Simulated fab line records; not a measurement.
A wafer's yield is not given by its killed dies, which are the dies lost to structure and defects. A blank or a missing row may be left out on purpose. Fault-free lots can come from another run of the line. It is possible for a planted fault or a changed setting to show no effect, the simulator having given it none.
Chamber matching || flow nand-harc || NHARC_A_BLC_STRIP_29 on rie-diel-09: 4 sister chambers
The step strips in CF4. 27 wafers are shown with their chamber, then 12 later ones without.

== WAFERS, EACH WITH ITS CHAMBER ==
{"wafer": "L075.1", "chamber": 3, "drypump-motor-current-A (A)": 6.16, "oes-product-au (a.u.)": 1.010, "rf-vpp-V (V)": 59.0}
{"wafer": "L075.2", "chamber": 2, "drypump-motor-current-A (A)": 5.98, "oes-product-au (a.u.)": 0.997, "rf-vpp-V (V)": 60.8}
{"wafer": "L075.4", "chamber": 1, "drypump-motor-current-A (A)": 5.85, "oes-product-au (a.u.)": 1.021, "rf-vpp-V (V)": 58.9}
{"wafer": "L077.1", "chamber": 2, "drypump-motor-current-A (A)": 6.01, "oes-product-au (a.u.)": 1.001, "rf-vpp-V (V)": 59.5}
{"wafer": "L077.2", "chamber": 3, "drypump-motor-current-A (A)": 6.13, "oes-product-au (a.u.)": 1.013, "rf-vpp-V (V)": 58.4}
{"wafer": "L077.5", "chamber": 3, "drypump-motor-current-A (A)": 6.11, "oes-product-au (a.u.)": 1.015, "rf-vpp-V (V)": 58.2}
{"wafer": "L076.4", "chamber": 1, "drypump-motor-current-A (A)": 5.83, "oes-product-au (a.u.)": 0.996, "rf-vpp-V (V)": 60.5}
{"wafer": "L076.5", "chamber": 1, "drypump-motor-current-A (A)": 5.83, "oes-product-au (a.u.)": 1.008, "rf-vpp-V (V)": 57.8}
{"wafer": "L076.6", "chamber": 2, "drypump-motor-current-A (A)": 6.00, "oes-product-au (a.u.)": 0.992, "rf-vpp-V (V)": 59.5}
{"wafer": "L080.2", "chamber": 2, "drypump-motor-current-A (A)": 5.98, "oes-product-au (a.u.)": 0.999, "rf-vpp-V (V)": 60.1}
{"wafer": "L080.5", "chamber": 3, "drypump-motor-current-A (A)": 6.11, "oes-product-au (a.u.)": 1.003, "rf-vpp-V (V)": 60.4}
{"wafer": "L080.6", "chamber": 0, "drypump-motor-current-A (A)": 5.90, "oes-product-au (a.u.)": 0.988, "rf-vpp-V (V)": 59.7}
{"wafer": "L081.1", "chamber": 3, "drypump-motor-current-A (A)": 6.13, "oes-product-au (a.u.)": 1.004, "rf-vpp-V (V)": 59.7}
{"wafer": "L081.4", "chamber": 2, "drypump-motor-current-A (A)": 6.00, "oes-product-au (a.u.)": 1.014, "rf-vpp-V (V)": 58.7}
{"wafer": "L081.6", "chamber": 0, "drypump-motor-current-A (A)": 5.81, "oes-product-au (a.u.)": 0.985, "rf-vpp-V (V)": 59.2}
{"wafer": "L082.1", "chamber": 2, "drypump-motor-current-A (A)": 6.00, "oes-product-au (a.u.)": 1.004, "rf-vpp-V (V)": 60.1}
{"wafer": "L082.2", "chamber": 1, "drypump-motor-current-A (A)": 5.87, "oes-product-au (a.u.)": 1.009, "rf-vpp-V (V)": 58.4}
{"wafer": "L082.5", "chamber": 2, "drypump-motor-current-A (A)": 6.02, "oes-product-au (a.u.)": 1.015, "rf-vpp-V (V)": 60.9}
{"wafer": "L083.3", "chamber": 1, "drypump-motor-current-A (A)": 5.85, "oes-product-au (a.u.)": 1.016, "rf-vpp-V (V)": 59.5}
{"wafer": "L083.4", "chamber": 2, "drypump-motor-current-A (A)": 6.01, "oes-product-au (a.u.)": 1.008, "rf-vpp-V (V)": 59.3}
{"wafer": "L083.6", "chamber": 1, "drypump-motor-current-A (A)": 5.91, "oes-product-au (a.u.)": 1.007, "rf-vpp-V (V)": 60.7}
{"wafer": "L085.3", "chamber": 0, "drypump-motor-current-A (A)": 5.87, "oes-product-au (a.u.)": 0.991, "rf-vpp-V (V)": 59.6}
{"wafer": "L085.4", "chamber": 1, "drypump-motor-current-A (A)": 5.87, "oes-product-au (a.u.)": 1.012, "rf-vpp-V (V)": 57.6}
{"wafer": "L085.6", "chamber": 0, "drypump-motor-current-A (A)": 5.83, "oes-product-au (a.u.)": 1.002, "rf-vpp-V (V)": 58.7}
{"wafer": "L086.1", "chamber": 1, "drypump-motor-current-A (A)": 5.85, "oes-product-au (a.u.)": 1.017, "rf-vpp-V (V)": 59.8}
{"wafer": "L086.3", "chamber": 2, "drypump-motor-current-A (A)": 6.01, "oes-product-au (a.u.)": 1.010, "rf-vpp-V (V)": 58.9}
{"wafer": "L086.5", "chamber": 0, "drypump-motor-current-A (A)": 5.90, "oes-product-au (a.u.)": 1.001, "rf-vpp-V (V)": 61.0}

SIGNATURES, as means of the wafers listed above
{"reading": "drypump-motor-current-A", "chamber 0": 5.8620, "chamber 1": 5.8575, "chamber 2": 6.0011, "chamber 3": 6.1280, "scatter within a chamber": 0.0252}
{"reading": "oes-product-au", "chamber 0": 0.99340, "chamber 1": 1.01075, "chamber 2": 1.00444, "chamber 3": 1.00900, "scatter within a chamber": 0.00742}
{"reading": "rf-vpp-V", "chamber 0": 59.640, "chamber 1": 59.150, "chamber 2": 59.756, "chamber 3": 59.140, "scatter within a chamber": 0.949}
Rule: for each reading, subtract the chamber's mean from the wafer's reading, divide by that reading's scatter and square the result; add these up over the readings and take the root, which gives the wafer's distance from the chamber. If the next closest chamber is less than 2 further off than the closest, the wafer can't be placed; otherwise it belongs to the closest. The scatter: the root of (the sum of the squares of (reading less its chamber's mean) over the shown wafers, divided by (wafers less chambers)).

== WAFERS WITH NO CHAMBER GIVEN ==
{"wafer": "L087.1", "drypump-motor-current-A (A)": 5.99, "oes-product-au (a.u.)": 0.995, "rf-vpp-V (V)": 60.1}
{"wafer": "L087.2", "drypump-motor-current-A (A)": 6.13, "oes-product-au (a.u.)": 1.000, "rf-vpp-V (V)": 59.9}
{"wafer": "L087.5", "drypump-motor-current-A (A)": 5.82, "oes-product-au (a.u.)": 0.998, "rf-vpp-V (V)": 60.6}
{"wafer": "L090.1", "drypump-motor-current-A (A)": 6.01, "oes-product-au (a.u.)": 1.008, "rf-vpp-V (V)": 59.9}
{"wafer": "L090.3", "drypump-motor-current-A (A)": 5.82, "oes-product-au (a.u.)": 0.995, "rf-vpp-V (V)": 60.6}
{"wafer": "L090.6", "drypump-motor-current-A (A)": 5.88, "oes-product-au (a.u.)": 1.003, "rf-vpp-V (V)": 58.1}
{"wafer": "L093.1", "drypump-motor-current-A (A)": 6.12, "oes-product-au (a.u.)": 0.987, "rf-vpp-V (V)": 59.7}
{"wafer": "L093.3", "drypump-motor-current-A (A)": 5.80, "oes-product-au (a.u.)": 0.992, "rf-vpp-V (V)": 58.2}
{"wafer": "L093.5", "drypump-motor-current-A (A)": 5.79, "oes-product-au (a.u.)": 1.010, "rf-vpp-V (V)": 61.2}
{"wafer": "L096.2", "drypump-motor-current-A (A)": 5.82, "oes-product-au (a.u.)": 1.011, "rf-vpp-V (V)": 60.9}
{"wafer": "L096.5", "drypump-motor-current-A (A)": 6.01, "oes-product-au (a.u.)": 1.018, "rf-vpp-V (V)": 59.3}
{"wafer": "L096.6", "drypump-motor-current-A (A)": 5.85, "oes-product-au (a.u.)": 0.998, "rf-vpp-V (V)": 59.3}

== CHAMBER TAKEN BY EACH ==
{"wafer": "L087.1", "from the rows above": 2, "in truth": 2}
{"wafer": "L087.2", "from the rows above": 3, "in truth": 3}
{"wafer": "L087.5", "from the rows above": "can't be placed: 0 or 1", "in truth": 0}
{"wafer": "L090.1", "from the rows above": 2, "in truth": 2}
{"wafer": "L090.3", "from the rows above": "can't be placed: 0 or 1", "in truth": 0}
{"wafer": "L090.6", "from the rows above": "can't be placed: 1 or 0", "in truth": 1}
{"wafer": "L093.1", "from the rows above": 3, "in truth": 3}
{"wafer": "L093.3", "from the rows above": "can't be placed: 0 or 1", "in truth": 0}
{"wafer": "L093.5", "from the rows above": "can't be placed: 1 or 0", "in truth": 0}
{"wafer": "L096.2", "from the rows above": "can't be placed: 1 or 0", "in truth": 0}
{"wafer": "L096.5", "from the rows above": 2, "in truth": 2}
{"wafer": "L096.6", "from the rows above": "can't be placed: 0 or 1", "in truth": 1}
Correct placement for 5 of the 12. Unplaceable from these rows: 7, with the true chamber sitting among the candidates in 7. 0 placed wrongly.
